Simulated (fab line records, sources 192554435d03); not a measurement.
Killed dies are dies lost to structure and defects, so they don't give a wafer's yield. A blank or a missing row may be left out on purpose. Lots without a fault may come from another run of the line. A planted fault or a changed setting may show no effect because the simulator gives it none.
Chamber matching | flow n5_finfet | N5_SDB_HM_DEP_00 on pecvd-01: 3 sister chambers
The step deposits SiNx from SiH4/NH3/N2, target thk 40 nm, time 35.3 s. 3 wafers are shown with their chamber, then 8 later ones without.

WAFERS WITH THEIR CHAMBER
wafer  | chamber | showerhead_plenum_p_Torr (Torr)
L086.5 | 1       | 5.29
L086.6 | 2       | 5.15
L088.1 | 0       | 5.31

WAFERS WITHOUT THEIR CHAMBER
wafer  | showerhead_plenum_p_Torr (Torr)
L088.2 | 5.17
L088.6 | 5.31
L089.1 | 5.17
L089.3 | 5.29
L089.5 | 5.30
L090.2 | 5.31
L090.3 | 5.29
L090.4 | 5.29

WHICH CHAMBER EACH WENT THROUGH
wafer  | from the rows above     | in truth
L088.2 | 2                       | 2
L088.6 | can't be placed: 0 or 1 | 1
L089.1 | 2                       | 2
L089.3 | can't be placed: 1 or 0 | 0
L089.5 | can't be placed: 0 or 1 | 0
L090.2 | can't be placed: 0 or 1 | 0
L090.3 | can't be placed: 1 or 0 | 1
L090.4 | can't be placed: 1 or 0 | 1
Placed correctly: 2 of 8. Can't be placed from these rows: 6 (the true chamber is among the candidates in 6). Placed wrongly: 0.
How it was worked out, from the rows above alone: a wafer's distance from a chamber is the root of the sum, over the readings, of the square of ((its reading less the chamber's mean) divided by the reading's scatter). The wafer belongs to the nearest chamber; if the next one is less than 2 further off, it can't be placed. A chamber's mean is the mean of its shown wafers. The scatter: with one shown wafer a chamber, the root of the mean of the squares of how far each hidden wafer lies from its nearest shown one.
